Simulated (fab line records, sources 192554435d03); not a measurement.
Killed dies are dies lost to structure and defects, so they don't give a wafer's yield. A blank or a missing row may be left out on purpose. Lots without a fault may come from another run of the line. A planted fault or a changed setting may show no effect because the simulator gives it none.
Chamber matching | flow n5_finfet | N5_STI_FIN_REVEAL_ALD_00 on ald_sin-01: 4 sister chambers
The step deposits SiO2, target thk 1 nm, pulse time 1 s. 22 wafers are shown with their chamber, then 11 later ones without.

WAFERS WITH THEIR CHAMBER
wafer  | chamber | heater_power_w (W) | precursor_pulse_height_rel
L074.2 | 0       | 540                | 0.992
L074.3 | 1       | 554                | 0.979
L074.6 | 1       | 566                | 0.976
L076.1 | 2       | 402                | 0.983
L076.3 | 3       | 428                | 0.974
L076.4 | 1       | 555                | 0.994
L077.1 | 2       | 406                | 0.981
L077.2 | 0       | 545                | 1.014
L077.3 | 1       | 554                | 1.012
L077.4 | 3       | 439                | 0.999
L077.5 | 2       | 394                | 0.992
L077.6 | 1       | 557                | 1.016
L083.3 | 1       | 569                | 0.980
L083.5 | 3       | 422                | 1.001
L083.6 | 0       | 552                | 1.018
L084.2 | 1       | 565                | 0.984
L084.5 | 3       | 429                | 0.981
L084.6 | 0       | 547                | 1.037
L088.1 | 0       | 550                | 0.995
L088.2 | 2       | 410                | 0.997
L088.4 | 3       | 430                | 0.995
L089.1 | 3       | 422                | 1.025

SIGNATURES (means of the wafers above)
reading                    | chamber 0 | chamber 1 | chamber 2 | chamber 3 | scatter within a chamber
heater_power_w             | 546.80    | 560.00    | 403.00    | 428.33    | 6.11
precursor_pulse_height_rel | 1.01120   | 0.99157   | 0.98825   | 0.99583   | 0.0162
Rule: a wafer's distance from a chamber is the root of the sum, over the readings, of the square of ((its reading less the chamber's mean) divided by the reading's scatter). The wafer belongs to the nearest chamber; if the next one is less than 2 further off, it can't be placed. The scatter: the root of (the sum of the squares of (reading less its chamber's mean) over the shown wafers, divided by (wafers less chambers)).

WAFERS WITHOUT THEIR CHAMBER
wafer  | heater_power_w (W) | precursor_pulse_height_rel
L089.5 | 553                | 1.016
L089.6 | 404                | 1.018
L090.3 | 546                | 1.012
L090.5 | 435                | 1.005
L090.6 | 557                | 0.988
L091.1 | 394                | 1.036
L091.4 | 544                | 1.022
L091.5 | 553                | 0.951
L093.2 | 415                | 0.987
L093.3 | 425                | 1.002
L093.4 | 403                | 1.018

WHICH CHAMBER EACH WENT THROUGH
wafer  | from the rows above     | in truth
L089.5 | can't be placed: 0 or 1 | 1
L089.6 | 2                       | 2
L090.3 | 0                       | 0
L090.5 | 3                       | 3
L090.6 | can't be placed: 1 or 0 | 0
L091.1 | 2                       | 2
L091.4 | 0                       | 0
L091.5 | can't be placed: 1 or 0 | 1
L093.2 | can't be placed: 2 or 3 | 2
L093.3 | 3                       | 3
L093.4 | 2                       | 2
Placed correctly: 7 of 11. Can't be placed from these rows: 4 (the true chamber is among the candidates in 4). Placed wrongly: 0.
